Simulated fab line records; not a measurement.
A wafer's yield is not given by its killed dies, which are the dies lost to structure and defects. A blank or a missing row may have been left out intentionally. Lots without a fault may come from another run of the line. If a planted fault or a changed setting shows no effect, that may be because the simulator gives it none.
Chamber matching -- flow n5Finfet -- N5_ILD0_CMP_12 on cmp-03 has 4 sister chambers
The step polishes SiNx, stops on poly-Si, t overpolish 6 s, target thk 17.67 nm. 4 wafers are shown with their chamber, then 8 later ones without.

== WAFERS PAIRED WITH THEIR CHAMBERS ==
wafer,chamber,motorCurrentA (A)
L080.1,2,9.1
L086.5,3,8.5
L090.6,1,12.8
L092.2,0,8.0

== WAFERS MISSING THEIR CHAMBER ==
wafer,motorCurrentA (A)
L092.4,8.6
L092.5,7.5
L093.1,9.3
L093.5,9.4
L093.6,8.4
L096.2,9.2
L096.4,7.4
L096.6,8.5

== WHICH CHAMBER EACH ONE RAN IN ==
wafer,from the rows above,in truth
L092.4,can't be placed: 3 or 2 or 0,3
L092.5,can't be placed: 0 or 3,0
L093.1,can't be placed: 2 or 3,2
L093.5,can't be placed: 2 or 3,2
L093.6,can't be placed: 3 or 0 or 2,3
L096.2,can't be placed: 2 or 3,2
L096.4,can't be placed: 0 or 3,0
L096.6,can't be placed: 3 or 0 or 2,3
Correctly placed: 0 of 8. Cannot be placed on the basis of these rows: 8; the candidates contain the true chamber in 8. Placed wrongly: 0.
How it was worked out, from the rows above alone: a wafer's distance from a chamber is the root of the sum, over the readings, of the square of ((its reading less the chamber's mean) divided by the reading's scatter). The wafer belongs to the nearest chamber; if the next one is less than 2 further off, it can't be placed. Each chamber's mean is taken over the wafers shown for it. The scatter (one wafer shown for each chamber): square how far every hidden wafer sits from the nearest shown wafer, average those squares and take the square root.
